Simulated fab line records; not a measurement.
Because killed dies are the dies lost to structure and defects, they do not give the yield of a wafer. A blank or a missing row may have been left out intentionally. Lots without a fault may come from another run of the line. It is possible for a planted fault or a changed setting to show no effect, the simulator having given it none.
A struck lot beside a sound one -- flow nand harc -- 13 steps out of a route of 1159
Sound: wafers L845.1, L845.2, L845.6. Wafers struck: L852.2, L852.4, L852.6. At the end, the cause is stated.
For every step that has rows: the tool of each side, followed by ch and its chambers, followed by its first start. Under that, the readings that differ: sound wafers -- struck wafers -- difference of the means -- sigmas: that difference in standard deviations of wafers without a fault.
alike: a reading whose means differ by less than 2 such deviations, as well as words and numbers matching on both sides. not compared: withheld readings; readings where some wafer has no value; bounds like >300 that might hide an equal value; numbers whose values overlap and for which the record gives no deviation.
The two part at a step that has a row with sigmas, a row that says differs or no value, or rows on one side only. Non-overlapping numbers with no deviation appear without sigmas and do not part them. A reading missing from all wafers of one side parts the sides only when that side holds two or more wafers.

NHARC_P_M0_DEGAS_28: time 60 s.
  sound on pvd sputter-01 at day 6 16:27; struck on pvd sputter-03 at day 8 08:13
reading,sound,struck,difference,sigmas
susceptor temp C (C),- - -,250.23 250.09 250.28,no value on the sound wafers,
  alike: heater power w
NHARC_P_M0_PRE_CLEAN_29: time 30 s.
  sound on pvd sputter-01; struck on pvd sputter-03
  alike: heater power w, susceptor temp C
then, 1 step without rows for these wafers: NHARC_P_M0_PVD_20 (deposits TaN, target thk 5 nm, time 8.06 s).
NHARC_P_M0_PVD_21: deposits Cu, target thk 30 nm, time 20.49 s.
  sound on pvd sputter-01; struck on pvd sputter-03
  alike: throttle valve pct
then, 1 step without rows for these wafers: NHARC_P_M0_ECD_22 (material Cu, target thk 400 nm).
NHARC_P_M0_ANNEAL_30: time 90 s.
  sound on rtp anneal-02 ch 0, day 6 17:16; struck on rtp anneal-02 ch 0, day 8 08:59
  alike: wafer_temp_C_max
NHARC_P_M0_CMP_23: polishes, t overpolish 20 s, target thk 117.53 nm.
  sound on cmp-01 ch 0,1,3, day 6 17:38; struck on cmp-03 ch 1,2, day 8 09:17
  alike: motor current A, time to endpoint s
NHARC_P_M0_THK_MEAS_24: measures by xrf.
  sound on film metro-02 at day 6 17:56; struck on film metro-01 at day 8 09:37
  alike: thk nm
after that, 1 step had no rows for these wafers: NHARC_P_M0_SRD_25.
NHARC_P_M0_INSPECT_27:
  sound on defect inspect-02 at day 6 18:07; struck on defect inspect-01 at day 8 09:46
reading,sound,struck,difference,sigmas
raw defect count,354 491 444,305 195 177,-204,-2
then, 1 step without rows for these wafers: NHARC_P_M0_PRE_CLEAN_31 (time 12 s).
NHARC_P_M0_DEP_32: deposits SiCN, target thk 30 nm.
  sound on pecvd-02 ch 0,1,2, day 6 18:15; struck on pecvd-02 ch 0,1,2, day 8 09:55
  no value came back on the struck wafers for chamber pressure Torr (Torr), heater power outer w (W), heater power w (W), susceptor temp C (C); on the sound wafers chamber pressure Torr (Torr) reads 3.005 3.011 2.998
then, 1 step without rows for these wafers: NHARC_P_M1_DEP_00 (deposits SiOC, target thk 182.5 nm).

== WHERE THEY PART ==
First at NHARC_P_M0_DEGAS_28; last, within this record, at NHARC_P_M0_DEP_32.

WHY: whatever the simulator had introduced
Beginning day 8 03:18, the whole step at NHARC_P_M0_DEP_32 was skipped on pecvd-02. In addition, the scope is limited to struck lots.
